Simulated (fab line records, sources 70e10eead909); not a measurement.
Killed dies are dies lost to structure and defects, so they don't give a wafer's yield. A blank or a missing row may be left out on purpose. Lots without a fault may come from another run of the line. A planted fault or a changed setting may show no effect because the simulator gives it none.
Chamber matching | flow nand_harc | NHARC_A_CHANNEL_FILL_D2_ALD_14 on ald_hk-02: 4 sister chambers
The step deposits SiO2, target thk 2.5 nm, pulse time 10 s, ald cycles 25. 8 wafers are shown with their chamber, then 7 later ones without.

WAFERS WITH THEIR CHAMBER
wafer  | chamber | heater_power_w (W) | precursor_pulse_height_rel
L075.2 | 2       | 491                | 0.987
L077.4 | 2       | 511                | 0.958
L077.5 | 1       | 443                | 0.998
L081.1 | 1       | 458                | 1.017
L081.5 | 0       | 440                | 1.014
L081.6 | 3       | 392                | 1.010
L082.1 | 3       | 382                | 1.032
L082.4 | 0       | 455                | 1.047

WAFERS WITHOUT THEIR CHAMBER
wafer  | heater_power_w (W) | precursor_pulse_height_rel
L082.6 | 456                | 1.002
L091.1 | 491                | 1.007
L091.2 | 457                | 0.984
L091.6 | 450                | 0.999
L097.3 | 462                | 0.980
L097.4 | 451                | 1.001
L097.6 | 397                | 1.014

WHICH CHAMBER EACH WENT THROUGH
wafer  | from the rows above          | in truth
L082.6 | can't be placed: 1 or 0      | 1
L091.1 | can't be placed: 2 or 1      | 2
L091.2 | can't be placed: 1 or 0      | 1
L091.6 | can't be placed: 1 or 0      | 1
L097.3 | can't be placed: 1 or 0 or 2 | 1
L097.4 | can't be placed: 1 or 0      | 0
L097.6 | 3                            | 3
Placed correctly: 1 of 7. Can't be placed from these rows: 6 (the true chamber is among the candidates in 6). Placed wrongly: 0.
How it was worked out, from the rows above alone: a wafer's distance from a chamber is the root of the sum, over the readings, of the square of ((its reading less the chamber's mean) divided by the reading's scatter). The wafer belongs to the nearest chamber; if the next one is less than 2 further off, it can't be placed. A chamber's mean is the mean of its shown wafers. The scatter: the root of (the sum of the squares of (reading less its chamber's mean) over the shown wafers, divided by (wafers less chambers)).
